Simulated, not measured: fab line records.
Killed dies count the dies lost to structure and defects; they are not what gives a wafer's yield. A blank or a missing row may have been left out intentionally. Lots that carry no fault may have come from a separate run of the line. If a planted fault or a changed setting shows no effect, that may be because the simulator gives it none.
Chamber matching | flow n5Finfet | N5_BEOL_M1_CVD_47 on cvdCo-02: 3 sister chambers
The step deposits Co from CCTBA/H2, target thk 3 nm, time 223.8 s. 3 wafers are shown with their chamber, then 7 later ones without.

WAFERS PAIRED WITH THEIR CHAMBERS
wafer  | chamber | runLengthS (s)
L115.4 | 0       | 246.6
L125.1 | 1       | 246.6
L125.3 | 2       | 247.9

WAFERS WITHOUT THEIR CHAMBER
wafer  | runLengthS (s)
L125.5 | 247.0
L128.1 | 246.4
L128.2 | 246.4
L128.3 | 247.0
L129.4 | 246.5
L129.5 | 246.6
L129.6 | 246.9

THE CHAMBER EACH PASSED THROUGH
wafer  | from the rows above          | in truth
L125.5 | can't be placed: 0 or 1 or 2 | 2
L128.1 | can't be placed: 0 or 1      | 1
L128.2 | can't be placed: 0 or 1      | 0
L128.3 | can't be placed: 0 or 1 or 2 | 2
L129.4 | can't be placed: 0 or 1      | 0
L129.5 | can't be placed: 0 or 1      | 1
L129.6 | can't be placed: 0 or 1      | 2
Placed correctly: 0 of 7. Cannot be placed on the basis of these rows: 7; the candidates contain the true chamber in 6. Wrongly placed: 0.
How it was worked out, from the rows above alone: a wafer's distance from a chamber is the root of the sum, over the readings, of the square of ((its reading less the chamber's mean) divided by the reading's scatter). If the next closest chamber is less than 2 further off than the closest, the wafer can't be placed; otherwise it belongs to the closest. Each chamber's mean is taken over the wafers shown for it. The scatter: root of mean squared gap, hidden wafer to nearest shown wafer, with one shown wafer a chamber.
